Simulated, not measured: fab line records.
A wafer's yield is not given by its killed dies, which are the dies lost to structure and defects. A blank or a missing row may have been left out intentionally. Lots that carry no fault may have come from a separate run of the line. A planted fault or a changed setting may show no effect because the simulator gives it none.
Matching of chambers -- flow n5 finfet -- rie diel-03 running N5_BEOL_M5_ETCH_62: 4 sister chambers
The step etches SOC in N2/H2, target depth 75 nm, overetch 15 nm, time 112.5 s. 4 wafers are shown with their chamber, then 8 later ones without.

== EACH WAFER AND ITS CHAMBER ==
wafer,chamber,drypump motor current A (A)
L086.1,2,5.5
L088.1,0,6.3
L088.5,3,5.6
L089.3,1,6.1

== WAFERS WHOSE CHAMBER IS MISSING ==
wafer,drypump motor current A (A)
L089.5,5.6
L089.6,5.5
L094.1,5.6
L094.3,6.0
L094.4,5.5
L097.2,6.3
L097.5,6.1
L097.6,5.5

== WHICH CHAMBER EACH WENT THROUGH ==
wafer,from the rows above,in truth
L089.5,3,3
L089.6,2,2
L094.1,3,3
L094.3,1,1
L094.4,2,2
L097.2,0,0
L097.5,1,1
L097.6,2,2
Correctly placed: 8 of 8. Left unplaced by these rows: 0. Wrongly placed: 0.
How it was worked out, from the rows above alone: a wafer's distance from a chamber is the root of the sum, over the readings, of the square of ((its reading less the chamber's mean) divided by the reading's scatter). If the next closest chamber is less than 2 further off than the closest, the wafer can't be placed; otherwise it belongs to the closest. A chamber's mean is the mean of its shown wafers. The scatter: root of mean squared gap, hidden wafer to nearest shown wafer, with one shown wafer a chamber.
